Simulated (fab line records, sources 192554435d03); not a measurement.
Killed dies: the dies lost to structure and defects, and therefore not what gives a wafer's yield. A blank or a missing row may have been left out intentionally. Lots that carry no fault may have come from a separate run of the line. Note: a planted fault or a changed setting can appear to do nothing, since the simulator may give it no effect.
Problem report in the 8D (eight disciplines) form, filled by code | flow n5-finfet | the parts of the form that need people (team, actions taken, sign-off) are left out

## 1. WHAT IS WRONG
exposure-dose-mJ-cm2 at N5_MOL_CONTACT_COAG_EXPOSE_05 reads a mean of 38.71 on 6 wafers of 2 lots; wafers without a fault read 38.13 with a standard deviation of 0.037. Relative to the usual mean, that is a shift of +16 standard deviations.
The step: exposes mask CA, defocus 0 nm.
First observed at day 8 22:17: wafer L381.1, on euv-scanner-01. The record has a number at this step for 12 wafers belonging to 4 lots. Rule for "out", or "out of limits": more than 4 standard deviations from the usual mean. Any other wafer with a number is counted as sound.

## 2. WHAT IT IS AND WHAT IT IS NOT
question                    | is                     | is not
which readings at this step | exposure-dose-mJ-cm2   | -
which lots                  | L381, L382             | L368, L386
which wafers of those lots  | all that have a number | -
read on which tools         | euv-scanner-01         | euv-scanner-02
when                        | from day 8 22:17       | up to then (3 sound wafers); but 3 sound wafers of L386 came after

## 3. THE SUSPECTS, EACH WITH WHAT RULES IT OUT
Counting: a tool at a process step up to the reading stays a suspect if it ran every lot that is out and no sound lot after the first of them.
- euv-scanner-01 at N5_MOL_CONTACT_COAG_EXPOSE_05 (exposes mask CA, defocus 0 nm): kept. It processed each lot that is out, first L381 at day 8 22:17, and no sound lot thereafter; up to then, the last sound lot it processed was L368 at day 5 19:27. On those wafers its own readings are out: exposure-dose-mJ-cm2.
After counting, what remains is euv-scanner-01 at N5_MOL_CONTACT_COAG_EXPOSE_05.

## 4. THE CAUSE (what the simulator had put in)
Process parameters drifting: euv-scanner-01 at N5_MOL_CONTACT_COAG_EXPOSE_05, beginning at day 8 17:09. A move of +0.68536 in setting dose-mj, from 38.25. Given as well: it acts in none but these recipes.
Only this tool survived the counting.

## 5. SEQUENCE OF EFFECTS, ordered by route
Rows list readings where the struck wafers' mean (over those with a number) sits beyond 3 standard deviations from the usual. Readings are gone through only where the record gives a usual standard deviation; hours: the median, over the lots, of the time from a lot's start at the first step in this table giving one to that lot's start at this step; sigmas: the change measured in usual standard deviations.
hours | step                          | reading              | usual | on struck wafers | change | sigmas
0     | N5_MOL_CONTACT_COAG_EXPOSE_05 | exposure-dose-mJ-cm2 | 38.13 | 38.71            | +0.58  | +16
Process steps it contains:
- N5_MOL_CONTACT_COAG_EXPOSE_05: exposes mask CA, defocus 0 nm.
Later measuring or inspecting steps at which every struck wafer that the step has a row for has a number for every such reading, and none has moved that far: N5_BEOL_M4_RC_MEAS_101.

## 6. HOW IT WOULD HAVE BEEN CAUGHT EARLIER
5 hours passed between the start of the fault at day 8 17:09 and the first reading out of limits in this record, taken at day 8 22:17.
